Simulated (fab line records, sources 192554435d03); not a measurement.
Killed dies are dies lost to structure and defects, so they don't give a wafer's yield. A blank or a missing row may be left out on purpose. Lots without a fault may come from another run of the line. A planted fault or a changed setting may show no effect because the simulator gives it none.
Chamber matching | flow n5_finfet | N5_FIN_SAQP_ALD_61 on ald_sin-01: 4 sister chambers
The step deposits SiO2, target thk 4 nm, pulse time 1 s, purge time 2 s. 4 wafers are shown with their chamber, then 11 later ones without.

WAFERS WITH THEIR CHAMBER
wafer  | chamber | heater_power_w (W)
L090.2 | 1       | 404
L090.3 | 2       | 595
L090.6 | 3       | 503
L091.3 | 0       | 514

WAFERS WITHOUT THEIR CHAMBER
wafer  | heater_power_w (W)
L091.4 | 625
L091.6 | 530
L093.1 | 524
L093.3 | 610
L093.6 | 519
L095.1 | 414
L095.3 | 501
L095.6 | 617
L097.2 | 507
L097.3 | 414
L097.6 | 521

WHICH CHAMBER EACH WENT THROUGH
wafer  | from the rows above     | in truth
L091.4 | 2                       | 2
L091.6 | can't be placed: 0 or 3 | 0
L093.1 | can't be placed: 0 or 3 | 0
L093.3 | 2                       | 2
L093.6 | can't be placed: 0 or 3 | 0
L095.1 | 1                       | 1
L095.3 | can't be placed: 3 or 0 | 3
L095.6 | 2                       | 2
L097.2 | can't be placed: 3 or 0 | 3
L097.3 | 1                       | 1
L097.6 | can't be placed: 0 or 3 | 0
Placed correctly: 5 of 11. Can't be placed from these rows: 6 (the true chamber is among the candidates in 6). Placed wrongly: 0.
How it was worked out, from the rows above alone: a wafer's distance from a chamber is the root of the sum, over the readings, of the square of ((its reading less the chamber's mean) divided by the reading's scatter). The wafer belongs to the nearest chamber; if the next one is less than 2 further off, it can't be placed. A chamber's mean is the mean of its shown wafers. The scatter: with one shown wafer a chamber, the root of the mean of the squares of how far each hidden wafer lies from its nearest shown one.
